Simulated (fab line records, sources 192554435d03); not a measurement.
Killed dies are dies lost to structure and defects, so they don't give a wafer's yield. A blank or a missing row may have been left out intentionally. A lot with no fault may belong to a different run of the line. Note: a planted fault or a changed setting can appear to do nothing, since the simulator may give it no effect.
Split-lot experiment / flow n5_finfet / route with 1938 steps; 7 lots, 21 wafers read

== SPLIT DETAILS ==
At N5_ZERO_LAYER_PECVD_02 (deposits SiO2 from SiH4/N2O, target thk 10 nm, time 6 s), the setting time_s was moved away from the recipe's 6 s on 8 of the 21 wafers read, by -8.3% to +14.4%. All remaining wafers had this setting at the recipe value.

The reading comes from the split's own step.

== THE READING ==
SiO2_of_ZERO_LAYER_PECVD_02.thk_nm (the simulator's own value, which no gauge read), in nm, at N5_ZERO_LAYER_PECVD_02 (deposits SiO2 from SiH4/N2O, target thk 10 nm, time 6 s). There is no usual value for it anywhere in the file. Across the 13 wafers here that went through the recipe, the average is 10.111 nm and the standard deviation 0.18 nm.

wafer=L074.1; tool, chamber at the split=pecvd-01, 0; time_s as run, s=6; against the recipe=recipe; SiO2_of_ZERO_LAYER_PECVD_02.thk_nm, nm=10.1; against lot-mates on the recipe=-
wafer=L074.4; tool, chamber at the split=pecvd-01, 0; time_s as run, s=6; against the recipe=recipe; SiO2_of_ZERO_LAYER_PECVD_02.thk_nm, nm=10.29; against lot-mates on the recipe=-
wafer=L074.5; tool, chamber at the split=pecvd-01, 2; time_s as run, s=5.505; against the recipe=-8.3%; SiO2_of_ZERO_LAYER_PECVD_02.thk_nm, nm=9.16; against lot-mates on the recipe=-1.035
wafer=L076.1; tool, chamber at the split=pecvd-02, 0; time_s as run, s=6; against the recipe=recipe; SiO2_of_ZERO_LAYER_PECVD_02.thk_nm, nm=10.12; against lot-mates on the recipe=-
wafer=L076.2; tool, chamber at the split=pecvd-02, 1; time_s as run, s=6; against the recipe=recipe; SiO2_of_ZERO_LAYER_PECVD_02.thk_nm, nm=9.904; against lot-mates on the recipe=-
wafer=L076.3; tool, chamber at the split=pecvd-02, 2; time_s as run, s=6; against the recipe=recipe; SiO2_of_ZERO_LAYER_PECVD_02.thk_nm, nm=9.876; against lot-mates on the recipe=-
wafer=L077.1; tool, chamber at the split=pecvd-01, 1; time_s as run, s=5.684; against the recipe=-5.3%; SiO2_of_ZERO_LAYER_PECVD_02.thk_nm, nm=9.427; against lot-mates on the recipe=-0.558
wafer=L077.3; tool, chamber at the split=pecvd-01, 2; time_s as run, s=6; against the recipe=recipe; SiO2_of_ZERO_LAYER_PECVD_02.thk_nm, nm=9.849; against lot-mates on the recipe=-
wafer=L077.6; tool, chamber at the split=pecvd-01, 1; time_s as run, s=6; against the recipe=recipe; SiO2_of_ZERO_LAYER_PECVD_02.thk_nm, nm=10.12; against lot-mates on the recipe=-
wafer=L078.2; tool, chamber at the split=pecvd-02, 0; time_s as run, s=6; against the recipe=recipe; SiO2_of_ZERO_LAYER_PECVD_02.thk_nm, nm=10.1; against lot-mates on the recipe=-
wafer=L078.3; tool, chamber at the split=pecvd-02, 2; time_s as run, s=5.651; against the recipe=-5.8%; SiO2_of_ZERO_LAYER_PECVD_02.thk_nm, nm=9.434; against lot-mates on the recipe=-0.706
wafer=L078.6; tool, chamber at the split=pecvd-02, 2; time_s as run, s=6; against the recipe=recipe; SiO2_of_ZERO_LAYER_PECVD_02.thk_nm, nm=10.18; against lot-mates on the recipe=-
wafer=L081.1; tool, chamber at the split=pecvd-01, 0; time_s as run, s=6.63; against the recipe=+10.5%; SiO2_of_ZERO_LAYER_PECVD_02.thk_nm, nm=11.29; against lot-mates on the recipe=+0.970
wafer=L081.3; tool, chamber at the split=pecvd-01, 2; time_s as run, s=6; against the recipe=recipe; SiO2_of_ZERO_LAYER_PECVD_02.thk_nm, nm=10.2; against lot-mates on the recipe=-
wafer=L081.4; tool, chamber at the split=pecvd-01, 0; time_s as run, s=6; against the recipe=recipe; SiO2_of_ZERO_LAYER_PECVD_02.thk_nm, nm=10.44; against lot-mates on the recipe=-
wafer=L085.1; tool, chamber at the split=pecvd-01, 2; time_s as run, s=5.717; against the recipe=-4.7%; SiO2_of_ZERO_LAYER_PECVD_02.thk_nm, nm=9.458; against lot-mates on the recipe=-0.912
wafer=L085.4; tool, chamber at the split=pecvd-01, 0; time_s as run, s=5.717; against the recipe=-4.7%; SiO2_of_ZERO_LAYER_PECVD_02.thk_nm, nm=9.94; against lot-mates on the recipe=-0.430
wafer=L085.5; tool, chamber at the split=pecvd-01, 0; time_s as run, s=6; against the recipe=recipe; SiO2_of_ZERO_LAYER_PECVD_02.thk_nm, nm=10.37; against lot-mates on the recipe=-
wafer=L088.1; tool, chamber at the split=pecvd-03, 2; time_s as run, s=6.862; against the recipe=+14.4%; SiO2_of_ZERO_LAYER_PECVD_02.thk_nm, nm=11.4; against lot-mates on the recipe=+1.503
wafer=L088.2; tool, chamber at the split=pecvd-03, 1; time_s as run, s=6.862; against the recipe=+14.4%; SiO2_of_ZERO_LAYER_PECVD_02.thk_nm, nm=11.42; against lot-mates on the recipe=+1.523
wafer=L088.3; tool, chamber at the split=pecvd-03, 0; time_s as run, s=6; against the recipe=recipe; SiO2_of_ZERO_LAYER_PECVD_02.thk_nm, nm=9.897; against lot-mates on the recipe=-

THE FIT
A straight line over all 21 wafers: SiO2_of_ZERO_LAYER_PECVD_02.thk_nm changes by +0.0992 nm for each +1% of time_s; r = +0.96; the points scatter about the line by 0.19 nm.
The same after taking each lot's own level away (the mean of its wafers on the recipe; 21 wafers): +0.109 nm for each +1%; r = +0.98; scatter 0.13 nm.
According to that fit, moving time_s by its largest amount changes the reading by 1.6 nm.
The lots' own levels span 9.8970 to 10.3700 nm, that is 2.6 times the standard deviation above.
The two slopes agree, so the slope changes little with the lot-to-lot level.
Check: +1.54 nm against its lot-mates is what the line predicts for one of the wafers moved furthest among these (+14.4%) when that wafer is left out of the fit. Against them it came out at +1.5 nm.

== FILE'S OWN FIT ==
SiO2_of_ZERO_LAYER_PECVD_02.thk_nm changes by +0.108 nm for each +1% of time_s, r = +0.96.
